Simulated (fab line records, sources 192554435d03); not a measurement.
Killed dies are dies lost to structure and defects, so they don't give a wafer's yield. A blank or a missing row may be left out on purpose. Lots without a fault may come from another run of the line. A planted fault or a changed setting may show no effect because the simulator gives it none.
Chamber matching | flow n5_finfet | N5_HKMG_FIN_ALD_75 on ald_hk-03: 4 sister chambers
The step deposits Al2O3, target thk 1 nm, co reactant pulse time 1 s. 14 wafers are shown with their chamber, then 7 later ones without.

WAFERS WITH THEIR CHAMBER
wafer  | chamber | heater_power_outer_w (W) | heater_power_w (W) | precursor_pulse_height_rel
L074.2 | 3       | 68                       | 136                | 1.008
L074.3 | 1       | 92                       | 173                | 1.014
L074.4 | 2       | 89                       | 168                | 1.004
L075.1 | 1       | 92                       | 170                | 0.994
L075.4 | 3       | 68                       | 137                | 0.985
L075.5 | 1       | 92                       | 168                | 0.995
L078.1 | 2       | 88                       | 172                | 1.032
L078.3 | 0       | 88                       | 162                | 1.038
L078.5 | 3       | 68                       | 132                | 0.981
L080.2 | 2       | 88                       | 170                | 0.989
L080.4 | 1       | 92                       | 168                | 0.995
L080.6 | 0       | 86                       | 163                | 0.974
L089.1 | 2       | 88                       | 170                | 1.000
L089.3 | 0       | 89                       | 160                | 0.983

SIGNATURES (means of the wafers above)
reading                    | chamber 0 | chamber 1 | chamber 2 | chamber 3 | scatter within a chamber
heater_power_outer_w       | 87.67     | 92.00     | 88.25     | 68.00     | 0.736
heater_power_w             | 161.67    | 169.75    | 170.00    | 135.00    | 2.08
precursor_pulse_height_rel | 0.99833   | 0.99950   | 1.00625   | 0.99133   | 0.0203
Rule: a wafer's distance from a chamber is the root of the sum, over the readings, of the square of ((its reading less the chamber's mean) divided by the reading's scatter). The wafer belongs to the nearest chamber; if the next one is less than 2 further off, it can't be placed. The scatter: the root of (the sum of the squares of (reading less its chamber's mean) over the shown wafers, divided by (wafers less chambers)).

WAFERS WITHOUT THEIR CHAMBER
wafer  | heater_power_outer_w (W) | heater_power_w (W) | precursor_pulse_height_rel
L089.4 | 92                       | 175                | 1.007
L091.3 | 71                       | 139                | 0.996
L091.4 | 92                       | 169                | 0.993
L091.5 | 87                       | 163                | 1.007
L092.1 | 91                       | 173                | 0.946
L092.3 | 85                       | 159                | 0.982
L092.6 | 69                       | 138                | 0.995

WHICH CHAMBER EACH WENT THROUGH
wafer  | from the rows above     | in truth
L089.4 | 1                       | 1
L091.3 | 3                       | 3
L091.4 | 1                       | 1
L091.5 | 0                       | 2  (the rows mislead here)
L092.1 | can't be placed: 1 or 2 | 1
L092.3 | 0                       | 0
L092.6 | 3                       | 3
Placed correctly: 5 of 7. Can't be placed from these rows: 1 (the true chamber is among the candidates in 1). Placed wrongly: 1.
